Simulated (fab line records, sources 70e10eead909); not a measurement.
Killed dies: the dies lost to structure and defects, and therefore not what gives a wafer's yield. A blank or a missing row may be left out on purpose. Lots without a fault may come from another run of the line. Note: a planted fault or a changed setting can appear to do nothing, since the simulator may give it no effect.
What tool caused it?	flow nand_harc	12 lots, 36 wafers sampled, at 7 steps of a route of 1302

== WHAT THE GAUGES READ, wafer by wafer ==
NHARC_A_ONON_D1_THK_MEAS_18: measures by ellipsometry.
lot	measured	on	thk_nm (nm)
L416	day 8 06:00	film_metro-02	996 999 996
L417	day 8 21:57	film_metro-01	998 998 998
L420	day 10 01:07	film_metro-02	1016 1015 1014
L422	day 11 01:53	film_metro-01	1001 1000 1000
L425	day 11 19:26	film_metro-02	985 986 985
L428	day 13 01:41	film_metro-01	1010 1010 1011
L429	day 14 08:36	film_metro-02	1011 1012 1009
L431	day 14 17:20	film_metro-02	998 996 998
L436	day 16 21:29	film_metro-01	996 995 996
L437	day 17 00:58	film_metro-01	1003 1003 1007
L438	day 17 11:20	film_metro-02	986 989 988
L439	day 17 17:54	film_metro-01	1013 1012 1011

NHARC_A_ONON_D1_INSPECT_32.
lot	measured	on	raw_defect_count
L416	day 8 08:47	defect_inspect-01	68 79 97
L417	day 9 00:49	defect_inspect-01	93 93 129
L420	day 10 03:58	defect_inspect-01	48 93 68
L422	day 11 04:41	defect_inspect-01	99 56 101
L425	day 11 22:14	defect_inspect-02	106 101 82
L428	day 13 04:32	defect_inspect-02	70 38 78
L429	day 14 11:26	defect_inspect-02	72 68 42
L431	day 14 20:10	defect_inspect-01	72 89 55
L436	day 17 00:26	defect_inspect-02	75 116 101
L437	day 17 03:46	defect_inspect-02	61 37 81
L438	day 17 14:09	defect_inspect-01	78 66 54
L439	day 17 20:42	defect_inspect-01	53 30 72

NHARC_A_CHANNEL_HOLE_D1_CD_MEAS_30.
lot	measured	on	cd_nm (nm)
L416	day 8 23:13	cd_sem-02	92.4 88.6 90.6
L417	day 9 12:06	cd_sem-03	89.4 89.7 89.9
L420	day 10 20:15	cd_sem-03	91.7 89.8 89.9
L422	day 11 15:36	cd_sem-03	90.5 90.5 90.5
L425	day 12 09:01	cd_sem-02	91.8 89.3 92.4
L428	day 13 15:57	cd_sem-01	- - -
L429	day 14 23:08	cd_sem-03	- - -
L431	day 15 06:08	cd_sem-03	91.9 91.0 90.7
L436	day 17 10:45	cd_sem-03	91.1 89.8 90.1
L437	day 17 15:32	cd_sem-03	91.8 89.0 90.8
L438	day 18 02:40	cd_sem-02	92.0 92.4 92.2
L439	day 18 06:54	cd_sem-01	91.0 91.0 91.0

NHARC_A_CHANNEL_HOLE_D1_INSPECT_40.
lot	measured	on	raw_defect_count
L416	day 8 23:24	defect_inspect-02	58 59 53
L417	day 9 12:17	defect_inspect-01	45 55 35
L420	day 10 20:26	defect_inspect-01	87 101 94
L422	day 11 15:47	defect_inspect-02	80 65 78
L425	day 12 09:12	defect_inspect-01	72 64 66
L428	day 13 16:08	defect_inspect-01	5918 5916 5925
L429	day 14 23:20	defect_inspect-01	5923 5941 6000
L431	day 15 06:20	defect_inspect-01	103 98 85
L436	day 17 10:56	defect_inspect-02	58 54 58
L437	day 17 15:43	defect_inspect-02	55 38 38
L438	day 18 02:50	defect_inspect-02	71 82 65
L439	day 18 07:05	defect_inspect-01	58 63 56

NHARC_END_SORT_01.
lot	measured	on	killed_at_array	killed_at_other	killed_at_periphery	killed_dies	killed_open	killed_short
L428	day 29 02:24	prober-01	677 676 677	0 0 0	0 1 0	677 677 677	0 1 0	1 0 0
L429	day 30 20:06	prober-02	677 677 677	0 0 0	0 0 0	677 677 677	0 1 0	0 0 0

== EACH LOT AND THE TOOL THAT RAN IT (in order: tool; ch and the chambers of the sampled wafers; start) ==
lot	NHARC_A_CHANNEL_HOLE_D1_DEP_00	NHARC_A_CHANNEL_HOLE_D1_ETCH_38
L416	acl_dep-01 ch 0, day 8 11:59	rie_diel-07 ch 0,1,2, day 8 14:35
L417	acl_dep-03 ch 0, day 9 03:01	rie_diel-07 ch 1,2, day 9 05:29
L420	acl_dep-02 ch 0, day 10 06:02	rie_diel-07 ch 1,2,3, day 10 08:57
L422	acl_dep-03 ch 0, day 11 05:53	rie_diel-11 ch 0,1,2, day 11 08:52
L425	acl_dep-02 ch 0, day 11 22:37	rie_diel-07 ch 0,2, day 12 01:17
L428	acl_dep-03, day 13 05:34	rie_diel-10 ch 1,2,3, day 13 07:28
L429	acl_dep-03, day 14 14:23	rie_diel-07 ch 0,1, day 14 16:32
L431	acl_dep-02 ch 0, day 14 20:49	rie_diel-10 ch 0,2, day 14 23:25
L436	acl_dep-02 ch 0, day 17 01:50	rie_diel-07 ch 1,2,3, day 17 04:09
L437	acl_dep-03 ch 0, day 17 03:50	rie_diel-10 ch 2,3, day 17 06:46
L438	acl_dep-03 ch 0, day 17 14:53	rie_diel-07 ch 1,2, day 17 17:29
L439	acl_dep-03 ch 0, day 17 21:53	rie_diel-11 ch 1,2,3, day 18 00:16
- NHARC_A_CHANNEL_HOLE_D1_DEP_00: deposits aC, target thk 3100 nm.
- NHARC_A_CHANNEL_HOLE_D1_ETCH_38: etches the open film in CF4, target depth 39 nm, time 65 s.

== AS READ BY THE TOOLS THEMSELVES (means over the sampled wafers that have a number; for cases with no such wafer, the mark the record gives instead) ==
NHARC_A_CHANNEL_HOLE_D1_DEP_00.
lot	tool	susceptor_temp_C (C)	throttle_valve_pct (%)
L416	acl_dep-01	-	34.990
L417	acl_dep-03	399.95	34.996
L420	acl_dep-02	-	34.996
L422	acl_dep-03	400.04	34.997
L425	acl_dep-02	-	35.000
L428	acl_dep-03	-	-
L429	acl_dep-03	-	-
L431	acl_dep-02	-	35.001
L436	acl_dep-02	399.81	35.006
L437	acl_dep-03	400.06	34.996
L438	acl_dep-03	399.95	34.992
L439	acl_dep-03	-	34.997

NHARC_A_CHANNEL_HOLE_D1_ETCH_38.
lot	tool	bias_w (W)	drypump_motor_current_A (A)	mfc_ar_sccm (sccm)	oes_product_au (a.u.)	rf_vpp_V (V)	showerhead_plenum_p_Torr (Torr)	throttle_valve_pct (%)
L416	rie_diel-07	100.0	5.2	0.009	1.005	151.3	1.76	13.283
L417	rie_diel-07	99.8	5.0	0.017	1.003	151.8	1.78	13.286
L420	rie_diel-07	100.1	5.3	0.013	1.008	151.0	1.77	13.279
L422	rie_diel-11	99.9	5.6	0.003	0.993	152.0	1.78	13.285
L425	rie_diel-07	99.9	5.3	0.009	0.998	151.2	1.80	13.281
L428	rie_diel-10	100.2	6.1	0.012	0.999	150.9	1.74	13.282
L429	rie_diel-07	100.2	5.4	0.000	0.986	150.6	1.75	13.287
L431	rie_diel-10	100.1	5.4	0.011	1.009	151.3	1.77	13.279
L436	rie_diel-07	100.0	5.3	0.013	1.010	150.9	1.77	13.291
L437	rie_diel-10	99.7	5.6	0.012	0.999	150.0	1.71	13.281
L438	rie_diel-07	100.0	5.1	0.009	1.000	150.6	1.72	13.282
L439	rie_diel-11	99.9	5.9	0.003	0.996	150.3	1.71	13.292

== THE ANSWER, worked out from the rows above alone ==
Rule: usual is defined by the lots themselves. The widest of any qualifying gaps counts: lots, ordered by their means at a reading, are off when they make up no more than a third of the lots, leave a main group of 4 or more, and stand apart from it by 3 or more times the standard deviation of that group's means. A main group is skipped when, at the precision printed for the reading in the tables above, its means are all equal. A lot without any number at a reading at which 4 lots or more have one is off too. All remaining lots with rows at the step are treated as sound. The gauges are gone through in route order, then the tools' own readings, and for those a lot's mean is taken as printed above. The first step at which some lot is off is used, and at that step the reading that is off furthest; a lot without a number counts as furthest.
Off, at NHARC_A_CHANNEL_HOLE_D1_CD_MEAS_30 on cd_nm: L428, L429. Without a number there: L428, L429. For the main group the mean is 90.8 nm and the standard deviation 0.64.
A tool fits if, at a process step before that reading, it ran every lot that is off, and no sound lot after the first of them. The gauges at NHARC_A_CHANNEL_HOLE_D1_CD_MEAS_30 aren't tried: what is off there is off at NHARC_A_CHANNEL_HOLE_D1_INSPECT_40 too, on other tools, and a gauge's error can't cause that. Not one of the candidates tried fits.

== WHAT WAS PUT IN BY THE SIMULATOR ==
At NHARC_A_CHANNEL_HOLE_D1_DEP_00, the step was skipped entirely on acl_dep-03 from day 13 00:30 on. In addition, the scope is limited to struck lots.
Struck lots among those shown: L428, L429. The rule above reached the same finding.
